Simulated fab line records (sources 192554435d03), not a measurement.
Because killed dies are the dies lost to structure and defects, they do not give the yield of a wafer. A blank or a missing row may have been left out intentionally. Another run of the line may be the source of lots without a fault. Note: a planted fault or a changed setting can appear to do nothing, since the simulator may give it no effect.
fab line records	flow n5Finfet
record lots=12	wafers=33	lastDay=17
route steps=1938 shown WELL_APT@46 PMOS_HMC_CHANNEL_EPI@57 PASSIVATION@1936
lots that met no fault: taken from a fault-free run of the same line
startH: hours from the record's opening day to when the first of the lot's shown wafers began	waitH: hours since the lot's step before	" the same as in the row above	L1.1+2: one row covering several wafers at once	- no value, or no start was given	* or withheld: withheld	< > ~ a bound
route shown NAME@n: NAME is a module with steps in the file, n the number in the route of the first one	usual: the fault-free wafers' mean and standard deviation	same: alike in all rows	chamber/n: place in a boat	sites: per-site readings	_std_site: the standard deviation of these	_edge_site: mean of outer sites minus mean of inner sites	radiusMm: for every site, how far away it sits from the centre of the wafer	mask NAME#n: copy n	behind: the last tool/chamber to shape the wafer	hold: what put the lot on hold/how long, in hours/how the hold closed	device: whichever transistor did not switch (one of n, p or np)	end of line: the same wafers' tests at the end of the route	a step given without rows: its recipe and nothing more	killed: dies lost to structure and defects at the first sort, not the wafer's yield	map: the dies of a wafer, with x for killed, . for not killed, _ for no die there
set.NAME: the setting the step ran with; set.NAME@STEP: the setting that earlier step ran with	model.NAME: the simulator's own value behind a step, which no gauge read
a sample of lots followed through the steps of the route, with each step as a table and each wafer as a row
services: a tool's chamber out of use, with start hour (startH, from the record's first day; less than 0 if before it), hours out, and reason
## steps
# step N5_WELL_APT_DESCUM_30
# recipe chemistry=O2	timeS=7.9	sourcePowerW=50	biasPowerW=20	pressureMtorr=20	rfFrequencyHz=2.712e+07	tempC=40	o2FlowSccm=225
# usual drypumpMotorCurrentA=5.6/0.37	oesProductAu=0.76/0.075	rfVppV=243.2/1.5	showerheadPlenumPTorr=2.09/0.082	throttleValvePct=20.5/0.31
lot.wafer	tool	chamber	startH	waitH	drypumpMotorCurrentA	oesProductAu	rfHoursCounterH	rfVppV	showerheadPlenumPTorr	throttleValvePct
L799.2	rieDiel-04	0	15.14	0.0	5.7	0.79	148	241.7	2.02	20.7
L799.3	"	3	"	"	6.4	0.73	219	243.0	1.98	20.7
L799.5	"	1	"	"	5.6	0.71	-	240.8	1.99	20.6
L800.1	rieDiel-05	1	21.12	0.0	5.2	0.83	105	244.7	2.19	20.5
L800.4	"	3	"	"	5.6	0.78	-	241.4	2.00	20.2
L800.5	"	1	"	"	5.1	0.82	-	244.8	2.19	20.5
L802.2	rieDiel-03	3	33.27	0.3	5.8	0.74	142	244.2	2.07	20.4
L802.5	"	1	"	"	5.2	0.70	-	243.5	2.19	20.8
L802.6	"	0	"	"	5.9	0.71	-	242.9	2.08	21.0
L803.2	rieDiel-05	1	38.94	0.0	5.2	0.82	112	245.8	2.19	20.5
L803.4	"	3	"	"	5.6	0.77	132	241.7	2.00	20.2
L803.6	"	0	"	"	5.8	0.76	-	243.9	2.20	20.8
L804.1	rieDiel-03	1	47.49	0.0	5.2	0.69	233	244.3	2.19	20.7
L804.5	"	2	"	"	4.7	0.70	-	244.9	2.15	20.3
L805.3	rieDiel-05	2	52.55	0.0	5.8	0.93	7	243.8	2.14	20.0
L805.5	"	2	"	"	5.8	0.93	-	244.3	2.14	20.0
L811.1	rieDiel-03	1	87.51	0.0	5.2	0.68	248	243.3	2.18	20.8
L811.3	"	2	"	"	4.7	0.69	222	243.1	2.15	20.3
L811.6	"	0	"	"	5.9	0.69	-	243.0	2.07	21.0
L812.3	rieDiel-05	1	92.92	0.0	5.2	0.80	129	244.2	2.18	20.6
L812.4	"	3	"	"	5.5	0.76	150	240.7	1.99	20.3
L812.6	"	2	"	"	5.8	0.91	-	244.1	2.14	20.0
L814.2	rieDiel-03	0	104.91	0.0	5.9	0.69	234	243.1	2.07	21.0
L814.3	"	2	"	"	4.8	0.68	230	243.3	2.14	20.3
L814.5	"	2	"	"	4.8	0.68	-	243.6	2.14	20.3
L818.1	rieDiel-03	3	129.54	0.0	5.8	0.72	178	241.4	2.06	20.4
L818.4	"	0	"	"	5.9	0.69	241	243.8	2.07	21.0
L818.6	"	2	"	"	4.8	0.68	-	243.0	2.14	20.3
L820.4	rieDiel-05	2	141.00	0.1	5.8	0.87	-	243.8	2.13	20.0
L820.6	"	3	"	"	5.6	0.74	-	241.0	1.98	20.3
L821.1	rieDiel-03	1	147.73	0.0	5.2	0.92	12	242.5	2.18	20.4
L821.2	"	2	"	"	4.8	0.67	243	244.4	2.14	20.3
L821.3	"	0	"	"	5.9	0.69	247	241.5	2.06	21.0
# step N5_WELL_APT_INSPECT_38
# recipe inspectInstrument=darkfield	mode=postEpi
# usual rawDefectCount=14/4.8
lot.wafer	tool	chamber	startH	waitH	rawDefectCount
L799.2	defectInspect-02	-	16.98	0.6	13
L799.3	"	-	"	"	13
L799.5	"	-	"	"	11
L800.1	defectInspect-01	-	27.16	0.5	16
L800.4	"	-	"	"	15
L800.5	"	-	"	"	23
L802.2	defectInspect-02	-	35.12	0.6	11
L802.5	"	-	"	"	12
L802.6	"	-	"	"	14
L803.2	defectInspect-02	-	40.99	0.6	14
L803.4	"	-	"	"	9
L803.6	"	-	"	"	14
L804.1	defectInspect-01	-	49.63	0.9	12
L804.5	"	-	"	"	16
L805.3	defectInspect-02	-	54.40	0.4	10
L805.5	"	-	"	"	16
L811.1	defectInspect-02	-	89.67	0.9	13
L811.3	"	-	"	"	10
L811.6	"	-	"	"	12
L812.3	defectInspect-01	-	95.02	0.6	16
L812.4	"	-	"	"	18
L812.6	"	-	"	"	14
L814.2	defectInspect-02	-	106.76	0.6	9
L814.3	"	-	"	"	12
L814.5	"	-	"	"	12
L818.1	defectInspect-01	-	131.37	0.7	5
L818.4	"	-	"	"	15
L818.6	"	-	"	"	11
L820.4	defectInspect-01	-	142.83	0.3	6
L820.6	"	-	"	"	11
L821.1	defectInspect-02	-	149.57	0.7	15
L821.2	"	-	"	"	6
L821.3	"	-	"	"	12
# step N5_PMOS_HMC_CHANNEL_EPI_HM_DEP_34
# recipe material=SiO2	targetThkA=360	tempC=400	precursor=TEOS/O2	pressureTorr=6.5	rfW=900	teosFlowSccm=161.4	gas=O2	flowSccm=2650	timeS=6.9
# usual chamberPressureTorr=6.499/0.014	heaterPowerW=551/70	showerheadPlenumPTorr=8.36/0.047	throttleValvePct=19.2/1.1
lot.wafer	tool	chamber	startH	waitH	chamberPressureTorr	heaterPowerW	showerheadPlenumPTorr	throttleValvePct
L799.2	pecvd-01	1	17.02	0.0	6.524	672	8.33	19.4
L799.3	"	2	"	"	6.495	543	8.39	17.7
L799.5	"	1	"	"	6.511	647	8.31	19.3
L800.1	pecvd-04	2	27.19	0.0	6.486	483	8.41	19.5
L800.4	"	1	"	"	6.477	526	8.32	19.6
L800.5	"	2	"	"	6.499	474	8.41	19.6
L802.2	pecvd-01	1	35.16	0.0	6.491	651	8.31	19.2
L802.5	"	0	"	"	6.488	507	8.32	20.3
L802.6	"	1	"	"	6.488	674	8.32	19.0
L803.2	pecvd-02	2	41.03	0.0	6.500	622	8.39	17.6
L803.4	"	0	"	"	6.493	509	8.41	20.5
L803.6	"	2	"	"	6.505	624	8.38	18.2
L804.1	pecvd-02	0	49.66	0.0	6.524	523	8.42	20.6
L804.5	"	1	"	"	6.500	601	8.28	20.0
L805.3	pecvd-02	1	54.44	0.0	6.511	643	8.32	20.0
L805.5	"	2	"	"	6.513	633	8.40	17.9
L811.1	pecvd-01	1	89.71	0.0	6.500	636	8.33	18.9
L811.3	"	0	"	"	6.489	620	8.30	20.1
L811.6	"	1	"	"	6.503	656	8.33	19.4
L812.3	pecvd-02	0	95.06	0.0	6.482	491	8.44	20.7
L812.4	"	2	"	"	6.497	599	8.39	17.9
L812.6	"	1	"	"	6.519	550	8.28	19.7
L814.2	pecvd-02	2	106.80	0.0	6.486	501	8.40	17.9
L814.3	"	0	"	"	6.501	546	8.43	20.7
L814.5	"	0	"	"	6.498	542	8.43	20.9
L818.1	pecvd-04	2	131.41	0.0	6.520	460	8.39	19.7
L818.4	"	1	"	"	6.492	607	8.34	19.8
L818.6	"	2	"	"	6.506	455	8.39	19.7
L820.4	pecvd-02	0	142.88	0.0	6.496	519	8.43	21.0
L820.6	"	1	"	"	6.496	645	8.29	20.0
L821.1	pecvd-02	0	149.61	0.0	6.511	439	8.42	21.0
L821.2	"	2	"	"	6.490	633	8.39	18.0
L821.3	"	1	"	"	6.495	649	8.29	20.0
# step N5_PMOS_HMC_CHANNEL_EPI_ETCH_32
# recipe chemistry=N2/H2	target=BARC	stopOn=SiO2	targetDepthA=858	overEtchFrac=0.3	timeS=50.3	ionEnergyEv=200	maskMaterial=CAR-ArF-block	pressureMtorr=30	sourceW=840	biasW=150	n2FlowSccm=200	h2FlowSccm=200
# usual drypumpMotorCurrentA=5.8/0.46	oesProductAu=0.67/0.068	overEtchFrac=0.3/0	rfVppV=524.5/2.4	showerheadPlenumPTorr=2.57/0.092	throttleValvePct=17.98/0.25
lot.wafer	tool	chamber	startH	waitH	drypumpMotorCurrentA	oesProductAu	overEtchFrac	rfHoursCounterH	rfVppV	showerheadPlenumPTorr	throttleValvePct
L799.2	rieDiel-02	1	17.55	0.0	5.2	0.63	0.3	162	525.9	2.65	18.19
L799.3	"	2	"	"	5.5	0.60	0.3	211	522.8	2.49	17.57
L799.5	"	3	"	"	6.6	0.68	0.3	-	524.8	2.54	17.59
L800.1	rieDiel-02	3	27.75	0.0	6.6	0.67	0.3	100	523.6	2.54	17.60
L800.4	"	0	"	"	6.1	0.79	0.3	7	525.0	2.62	18.00
L800.5	"	1	"	"	5.2	0.64	0.3	-	525.6	2.65	18.18
L802.2	rieDiel-01	1	35.68	0.0	6.0	0.61	0.3	210	523.4	2.54	18.25
L802.5	"	3	"	"	6.0	0.73	0.3	-	521.1	2.48	18.43
L802.6	"	2	"	"	5.7	0.81	0.3	-	528.9	2.72	17.89
L803.2	rieDiel-01	3	43.77	0.0	6.0	0.73	0.3	75	520.2	2.48	18.41
L803.4	"	2	"	"	5.6	0.79	0.3	-	527.8	2.72	17.90
L803.6	"	0	"	"	5.0	0.63	0.3	-	523.9	2.51	17.82
L804.1	rieDiel-01	1	50.71	0.0	5.9	0.62	0.3	213	523.0	2.54	18.25
L804.5	"	1	"	"	5.9	0.58	0.46112	-	522.0	2.54	18.21
L805.3	rieDiel-01	2	55.66	0.0	5.6	0.78	0.3	12	529.8	2.72	17.92
L805.5	"	1	"	"	5.9	0.58	0.46112	-	523.9	2.54	18.23
L811.1	rieDiel-06	2	90.23	0.0	5.7	0.74	0.3	41	527.1	2.73	17.72
L811.3	"	3	"	"	6.6	0.59	0.3	244	522.9	2.48	18.26
L811.6	"	0	"	"	5.4	0.67	0.3	-	524.1	2.58	18.09
L812.3	rieDiel-02	3	95.58	0.0	6.6	0.67	0.3	112	524.8	2.53	17.63
L812.4	"	1	"	"	5.2	0.62	0.3	177	526.9	2.64	18.19
L812.6	"	0	"	"	6.2	0.77	0.3	-	525.1	2.62	18.01
L814.2	rieDiel-02	3	107.33	0.0	6.6	0.66	0.3	115	523.9	2.53	17.62
L814.3	"	0	"	"	6.2	0.76	0.3	23	525.3	2.61	18.02
L814.5	"	1	"	"	5.2	0.62	0.3	-	527.1	2.64	18.21
L818.1	rieDiel-02	3	131.83	0.0	6.6	0.66	0.3	124	523.0	2.53	17.64
L818.4	"	2	"	"	5.6	0.59	0.3	238	522.9	2.48	17.62
L818.6	"	2	"	"	5.6	0.59	0.3	-	522.5	2.48	17.60
L820.4	rieDiel-02	1	143.39	0.0	5.2	0.62	0.3	193	526.6	2.64	18.21
L820.6	"	1	"	"	5.2	0.62	0.3	-	525.0	2.64	18.22
L821.1	rieDiel-06	0	150.99	0.0	5.4	0.66	0.3	136	525.3	2.57	18.14
L821.2	"	2	"	"	5.7	0.71	0.3	61	526.3	2.72	17.76
L821.3	"	1	"	"	5.5	0.61	0.3	174	519.6	2.44	18.08
# step N5_PASSIVATION_PROBE_49
# usual killed_at_M0_to_M3=34/9.7	killed_at_M4_up=14/5.7	killedAtContacts=12/5.9	killedAtFrontEnd=37/10	killedAtOther=5/4.7	killedDies=102/18	killedOpen=65/12	killedShort=34/8.8
# same grossDies=1180	killedAtBackSide=0
lot.wafer	tool	chamber	startH	waitH	killed_at_M0_to_M3	killed_at_M4_up	killedAtContacts	killedAtFrontEnd	killedAtOther	killedDies	killedOpen	killedShort
L799.2	prober-01	-	265.50	0.1	30	17	7	36	25	115	80	34
L799.3	prober-01	-	265.55	0.1	30	16	8	29	10	93	57	35
L799.5	prober-01	-	265.65	0.2	41	13	9	45	9	117	91	26
L800.1	prober-02	-	274.54	0.0	36	15	12	42	5	110	69	41
L800.4	prober-02	-	274.69	0.2	45	8	4	42	1	100	46	54
L800.5	prober-02	-	274.74	0.2	41	16	10	50	5	122	80	42
L802.2	prober-01	-	293.53	0.1	40	21	4	51	0	116	82	34
L802.5	prober-01	-	293.68	0.2	56	22	17	61	1	157	101	56
L802.6	prober-01	-	293.73	0.3	37	15	10	58	2	122	87	35
L803.2	prober-02	-	293.89	0.1	30	5	21	32	9	97	63	34
L803.4	prober-02	-	293.99	0.2	17	10	21	38	7	93	52	40
L803.6	prober-02	-	294.09	0.3	30	8	8	55	5	106	67	38
L804.1	prober-02	-	310.42	0.0	23	18	8	26	11	86	58	28
L804.5	prober-02	-	310.62	0.2	17	11	17	44	13	102	57	44
L805.3	prober-02	-	325.55	0.1	43	7	19	42	4	115	72	43
L805.5	prober-02	-	325.65	0.2	29	13	23	34	3	102	74	27
L811.1	prober-02	-	339.75	0.0	23	21	6	25	0	75	46	28
L811.3	prober-02	-	339.85	0.1	23	12	7	38	4	84	58	24
L811.6	prober-02	-	340.00	0.3	34	9	7	34	4	88	56	31
L812.3	prober-02	-	345.96	0.1	38	8	9	33	1	89	63	25
L812.4	prober-02	-	346.01	0.2	30	10	8	36	2	86	54	27
L812.6	prober-02	-	346.11	0.3	17	17	3	20	0	57	41	14
L814.2	prober-02	-	357.02	0.1	50	18	8	37	0	113	67	43
L814.3	prober-02	-	357.07	0.1	43	26	8	27	1	105	74	31
L814.5	prober-02	-	357.17	0.2	53	25	23	31	1	133	84	48
L820.4	prober-01	-	387.97	0.2	20	15	15	22	0	72	49	19
L820.6	prober-01	-	388.07	0.3	39	13	10	23	0	85	51	31
L821.1	prober-01	-	401.29	0.0	36	15	14	28	4	97	64	30
L821.2	prober-01	-	401.34	0.1	29	9	10	35	9	92	53	30
L821.3	prober-01	-	401.39	0.1	29	7	10	36	3	85	37	41
L818.1	prober-02	-	406.87	0.0	33	13	13	40	1	100	66	26
L818.4	prober-02	-	407.02	0.2	27	20	16	30	1	94	54	35
L818.6	prober-02	-	407.12	0.3	23	16	8	35	1	83	59	23
# killed by level:class
L799.2 BEOL_M3:geometricParticle:open=13 STI_FIN_REVEAL:geometricParticle:open=10 MIM_TOP_ETCH:geometricParticle:open=10 BEOL_M4:geometricParticle:open=9 GATE_CUT:geometricParticle:short=6 MOL_CONTACT_COAG:geometricParticle:open=6 PAD_METAL:geometricParticle:open=5 STARTING-WAFER:geometricParticle:open=5
L799.3 BEOL_M3:geometricParticle:open=10 DUMMY_GATE:geometricParticle:open=5 MOL_CONTACT_COAG:geometricParticle:short=5 BEOL_M4:geometricParticle:open=5 STI_FIN_REVEAL:geometricParticle:open=4 BEOL_M0_SAQP:geometricParticle:short=4 BEOL_M0_SAQP:geometricParticle:open=4 BEOL_M1:geometricParticle:open=4
L799.5 STI_FIN_REVEAL:geometricParticle:open=13 BEOL_M0_SAQP:geometricParticle:open=11 BEOL_M3:geometricParticle:open=10 DUMMY_GATE:geometricParticle:open=8 FIN_SAQP:geometricParticle:open=6 BEOL_M4:geometricParticle:open=6 MOL_CONTACT_COAG:geometricParticle:open=6 BEOL_M1:geometricParticle:open=6
L800.1 FIN_SAQP:geometricParticle:open=13 BEOL_M4:geometricParticle:open=10 MOL_CONTACT_COAG:geometricParticle:open=10 FIN_SAQP:geometricParticle:short=8 BEOL_M1:geometricParticle:open=7 BEOL_M0_SAQP:geometricParticle:short=6 BEOL_M0_SAQP:geometricParticle:open=5 BEOL_M1:geometricParticle:short=5
L800.4 FIN_SAQP:geometricParticle:short=23 BEOL_M1:geometricParticle:open=9 FIN_SAQP:geometricParticle:open=8 BEOL_M0_SAQP:geometricParticle:short=8 BEOL_M0_SAQP:geometricParticle:open=7 BEOL_M3:geometricParticle:open=7 BEOL_M3:geometricParticle:short=4 MOL_CONTACT_COAG:geometricParticle:open=3
L800.5 FIN_SAQP:geometricParticle:open=12 FIN_SAQP:geometricParticle:short=11 MOL_CONTACT_COAG:geometricParticle:open=8 BEOL_M0_SAQP:geometricParticle:open=8 BEOL_M4:geometricParticle:open=8 GATE_CUT:geometricParticle:open=7 BEOL_M0_SAQP:geometricParticle:short=7 BEOL_M3:geometricParticle:open=6
L802.2 STI_FIN_REVEAL:geometricParticle:open=18 BEOL_M4:geometricParticle:open=14 BEOL_M3:geometricParticle:open=9 DUMMY_GATE:geometricParticle:open=8 BEOL_M0_SAQP:geometricParticle:short=8 BEOL_M0_SAQP:geometricParticle:open=8 FIN_SAQP:geometricParticle:short=7 BEOL_M1:geometricParticle:open=6
L802.5 STI_FIN_REVEAL:geometricParticle:open=16 MOL_CONTACT_COAG:geometricParticle:open=14 FIN_SAQP:geometricParticle:open=13 FIN_SAQP:geometricParticle:short=11 BEOL_M4:geometricParticle:open=11 BEOL_M2:geometricParticle:open=10 BEOL_M3:geometricParticle:open=10 BEOL_M0_SAQP:geometricParticle:short=9
L802.6 STI_FIN_REVEAL:geometricParticle:open=22 FIN_SAQP:geometricParticle:open=11 BEOL_M4:geometricParticle:open=10 BEOL_M0_SAQP:geometricParticle:short=9 MOL_CONTACT_COAG:geometricParticle:open=8 BEOL_M1:geometricParticle:open=8 BEOL_M0_SAQP:geometricParticle:open=7 STI_FIN_REVEAL:geometricParticle:short=6
L803.2 MOL_CONTACT_COAG:geometricParticle:open=19 STI_FIN_REVEAL:geometricParticle:open=11 FIN_SAQP:geometricParticle:short=7 BEOL_M0_SAQP:geometricParticle:open=7 BEOL_M0_SAQP:geometricParticle:short=7 BEOL_M1:geometricParticle:open=5 BEOL_M1:geometricParticle:short=5 PAD_METAL:geometricParticle:short=4
L803.4 MOL_CONTACT_COAG:geometricParticle:open=14 FIN_SAQP:geometricParticle:short=9 STI_FIN_REVEAL:geometricParticle:open=9 MOL_CONTACT_COAG:geometricParticle:short=7 FIN_SAQP:geometricParticle:open=5 STI_FIN_REVEAL:geometricParticle:short=5 BEOL_M0_SAQP:geometricParticle:short=5 BEOL_M2:geometricParticle:open=4
L803.6 STI_FIN_REVEAL:geometricParticle:open=21 BEOL_M1:geometricParticle:open=13 FIN_SAQP:geometricParticle:short=10 MOL_CONTACT_COAG:geometricParticle:open=5 STI_FIN_REVEAL:geometricParticle:short=4 ILD0:geometricParticle:short=4 GATE_CUT:geometricParticle:short=4 BEOL_M0_SAQP:geometricParticle:open=4
L804.1 BEOL_M4:geometricParticle:open=9 MOL_CONTACT_COAG:geometricParticle:open=8 DUMMY_GATE:geometricParticle:open=7 BEOL_M0_SAQP:geometricParticle:short=5 FIN_SAQP:geometricParticle:open=4 STI_FIN_REVEAL:geometricParticle:open=4 BEOL_M0_SAQP:geometricParticle:open=4 BEOL_M1:geometricParticle:open=4
L804.5 STI_FIN_REVEAL:geometricParticle:open=10 FIN_SAQP:geometricParticle:short=9 FIN_SAQP:geometricParticle:open=9 MOL_CONTACT_COAG:geometricParticle:open=9 MOL_CONTACT_COAG:geometricParticle:short=8 BEOL_M5:geometricParticle:open=4 BEOL_M3:geometricParticle:open=4 BEOL_M1:geometricParticle:open=4
L805.3 MOL_CONTACT_COAG:geometricParticle:open=16 FIN_SAQP:geometricParticle:open=10 BEOL_M2:geometricParticle:open=9 BEOL_M0_SAQP:geometricParticle:short=9 BEOL_M0_SAQP:geometricParticle:open=7 BEOL_M1:geometricParticle:open=7 FIN_SAQP:geometricParticle:short=6 GATE_CUT:geometricParticle:short=5
L805.5 MOL_CONTACT_COAG:geometricParticle:open=16 FIN_SAQP:geometricParticle:open=11 BEOL_M2:geometricParticle:open=9 MOL_CONTACT_COAG:geometricParticle:short=7 STI_FIN_REVEAL:geometricParticle:open=7 BEOL_M1:geometricParticle:open=5 BEOL_M4:geometricParticle:open=5 BEOL_M0_SAQP:geometricParticle:short=4
L811.1 BEOL_M0_SAQP:geometricParticle:short=10 BEOL_M4:geometricParticle:open=10 STI_FIN_REVEAL:geometricParticle:open=5 DUMMY_GATE:geometricParticle:open=5 MOL_CONTACT_COAG:geometricParticle:open=5 BEOL_M0_SAQP:geometricParticle:open=5 GATE_CUT:geometricParticle:short=4 DUMMY_GATE:geometricParticle:short=3
L811.3 BEOL_M0_SAQP:geometricParticle:open=11 STI_FIN_REVEAL:geometricParticle:open=10 BEOL_M4:geometricParticle:open=6 MOL_CONTACT_COAG:geometricParticle:open=5 FIN_SAQP:geometricParticle:short=4 DUMMY_GATE:geometricParticle:open=4 ILD0:geometricParticle:short=4 BEOL_M0_SAQP:geometricParticle:short=4
L811.6 DUMMY_GATE:geometricParticle:open=9 BEOL_M0_SAQP:geometricParticle:short=8 STI_FIN_REVEAL:geometricParticle:open=7 BEOL_M0_SAQP:geometricParticle:open=6 BEOL_M4:geometricParticle:open=6 MOL_CONTACT_COAG:geometricParticle:open=5 BEOL_M1:geometricParticle:open=5 DUMMY_GATE:geometricParticle:short=4
L812.3 FIN_SAQP:geometricParticle:open=12 BEOL_M3:geometricParticle:open=9 MOL_CONTACT_COAG:geometricParticle:open=7 BEOL_M2:geometricParticle:open=7 STI_FIN_REVEAL:geometricParticle:open=6 BEOL_M0:geometricParticle:open=4 BEOL_M3:geometricParticle:short=4 STARTING-WAFER:geometricParticle:short=4
L812.4 FIN_SAQP:geometricParticle:short=7 FIN_SAQP:geometricParticle:open=7 BEOL_M0:geometricParticle:open=7 STARTING-WAFER:geometricParticle:open=6 MOL_CONTACT_COAG:geometricParticle:open=5 BEOL_M3:geometricParticle:open=5 BEOL_M4:geometricParticle:open=5 GATE_CUT:geometricParticle:open=4
L812.6 BEOL_M0_SAQP:geometricParticle:short=6 BEOL_M4:geometricParticle:open=6 BEOL_M2:geometricParticle:open=5 FIN_SAQP:geometricParticle:open=4 BEOL_M6:geometricParticle:open=4 FIN_SAQP:geometricParticle:short=3 MOL_CONTACT_COAG:geometricParticle:open=3 BEOL_M3:geometricParticle:open=3
L814.2 BEOL_M0_SAQP:geometricParticle:short=16 FIN_SAQP:geometricParticle:short=11 BEOL_M2:geometricParticle:open=10 FIN_SAQP:geometricParticle:open=8 BEOL_M0_SAQP:geometricParticle:open=8 BEOL_M4:geometricParticle:open=8 BEOL_M3:geometricParticle:open=7 MOL_CONTACT_COAG:geometricParticle:open=6
L814.3 BEOL_M3:geometricParticle:open=11 BEOL_M0_SAQP:geometricParticle:open=11 BEOL_M4:geometricParticle:open=11 BEOL_M0_SAQP:geometricParticle:short=8 FIN_SAQP:geometricParticle:open=6 MOL_CONTACT_COAG:geometricParticle:open=6 BEOL_M5:geometricParticle:open=5 BEOL_M6:geometricParticle:open=5
L814.5 MOL_CONTACT_COAG:geometricParticle:open=17 BEOL_M0_SAQP:geometricParticle:short=16 BEOL_M0_SAQP:geometricParticle:open=13 BEOL_M4:geometricParticle:open=13 BEOL_M3:geometricParticle:open=13 STI_FIN_REVEAL:geometricParticle:open=7 GATE_CUT:geometricParticle:short=6 MOL_CONTACT_COAG:geometricParticle:short=6
L820.4 MOL_CONTACT_COAG:geometricParticle:open=13 BEOL_M0_SAQP:geometricParticle:short=8 FIN_SAQP:geometricParticle:open=7 STI_FIN_REVEAL:geometricParticle:open=4 BEOL_M4:geometricParticle:open=4 BEOL_M0_SAQP:geometricParticle:open=4 BEOL_M5:geometricParticle:open=4 GATE_CUT:geometricParticle:short=3
L820.6 BEOL_M0_SAQP:geometricParticle:short=13 BEOL_M0_SAQP:geometricParticle:open=9 MOL_CONTACT_COAG:geometricParticle:open=8 STI_FIN_REVEAL:geometricParticle:open=7 GATE_CUT:geometricParticle:short=7 BEOL_M3:geometricParticle:open=6 BEOL_M0:geometricParticle:open=4 DUMMY_GATE:geometricParticle:open=3
L821.1 FIN_SAQP:geometricParticle:open=11 MOL_CONTACT_COAG:geometricParticle:open=11 BEOL_M0_SAQP:geometricParticle:open=10 BEOL_M0_SAQP:geometricParticle:short=10 BEOL_M2:geometricParticle:open=4 BEOL_M7:geometricParticle:open=4 FIN_SAQP:geometricParticle:short=3 BEOL_M3:geometricParticle:open=3
L821.2 BEOL_M0_SAQP:geometricParticle:open=8 FIN_SAQP:geometricParticle:open=6 MOL_CONTACT_COAG:geometricParticle:open=6 BEOL_M2:geometricParticle:open=6 MIM_TOP_ETCH:geometricParticle:short=5 BEOL_M0_SAQP:geometricParticle:short=5 FIN_SAQP:geometricParticle:short=4 STI_FIN_REVEAL:geometricParticle:open=4
L821.3 BEOL_M0_SAQP:geometricParticle:short=14 FIN_SAQP:geometricParticle:short=11 FIN_SAQP:geometricParticle:open=8 STI_FIN_REVEAL:geometricParticle:open=7 MOL_CONTACT_COAG:geometricParticle:open=6 BEOL_M0_SAQP:geometricParticle:open=5 GATE_CUT:geometricParticle:short=3 BEOL_M1:geometricParticle:open=3
L818.1 MOL_CONTACT_COAG:geometricParticle:open=10 BEOL_M1:geometricParticle:open=9 FIN_SAQP:geometricParticle:open=8 BEOL_M3:geometricParticle:open=8 FIN_SAQP:geometricParticle:short=7 BEOL_M0_SAQP:geometricParticle:open=6 DUMMY_GATE:geometricParticle:open=4 GATE_CUT:geometricParticle:short=4
L818.4 MOL_CONTACT_COAG:geometricParticle:open=12 FIN_SAQP:geometricParticle:short=8 BEOL_M3:geometricParticle:open=7 FIN_SAQP:geometricParticle:open=6 MOL_CONTACT_COAG:geometricParticle:short=4 BEOL_M1:geometricParticle:open=4 BEOL_M3:geometricParticle:short=3 BEOL_M7:geometricParticle:open=3
L818.6 STI_FIN_REVEAL:geometricParticle:open=8 FIN_SAQP:geometricParticle:open=6 BEOL_M5:geometricParticle:open=6 MOL_CONTACT_COAG:geometricParticle:open=6 BEOL_M1:geometricParticle:open=5 BEOL_M3:geometricParticle:open=5 BEOL_M4:geometricParticle:open=5 STARTING-WAFER:geometricParticle:open=5
## services
tool	chamber	startH	hours	kind
pecvd-02	1	-1.69	5.3	repair
pecvd-02	-	-1.48	0.6	repair
rieDiel-06	2	1.77	4.1	repair
rieDiel-02	1	7.80	2.8	repair
rieDiel-02	3	10.91	4.9	repair
rieDiel-05	2	13.56	-	clean
rieDiel-06	3	21.36	7.5	repair
rieDiel-04	1	28.93	6.7	repair
rieDiel-05	-	32.98	0.4	repair
rieDiel-02	-	40.08	28.1	pm
rieDiel-04	1	44.96	1.6	repair
rieDiel-05	-	54.51	0.4	repair
rieDiel-04	3	69.09	8.9	repair
rieDiel-02	1	90.27	3.2	repair
rieDiel-03	1	92.62	-	clean
rieDiel-03	1	92.62	-	consumableReplace:focusRing
rieDiel-03	1	92.62	14.5	scheduledDown
rieDiel-03	1	92.62	14.5	ventCycle
rieDiel-02	2	97.27	4.2	repair
pecvd-01	-	97.99	2.8	pm
rieDiel-01	1	128.11	2.4	repair
pecvd-01	-	131.69	14.6	pm
rieDiel-04	2	135.25	10.1	repair
rieDiel-04	-	138.03	2.8	pm
## key
firstSign step=N5_PMOS_HMC_CHANNEL_EPI_ETCH_32	reading=overEtchFrac	direction=up	sigmas=99+	usual=0.3	struck=0.46112
effect none on later readings
metAt N5_PMOS_HMC_CHANNEL_EPI_ETCH_32
struckLots L804,L805
struckWafers L804.5,L805.5
testerLeftOut L804,L805
notActingAt N5_WELL_APT_DESCUM_30,N5_WELL_APT_INSPECT_38,N5_PMOS_HMC_CHANNEL_EPI_HM_DEP_34
onsetBetween 43.77 50.71
fault kind=processParameterDrift	tool=rieDiel-01	chamber=-	onsetH=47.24	steps=N5_PMOS_HMC_CHANNEL_EPI_ETCH_32	channel=overEtchFrac	offset=0.16112	shape=step	endH=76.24	scope=struckWafersOnly	actsIn=theseRecipesOnly	stated=0.3
# testerLeftOut: of these lots the tester's yield and bins aren't shown, on N5 and GAA mostly nor the transistor test; their killed dies are dies lost to structure and defects alone, not to doping, threshold or leakage, so they don't give the yield
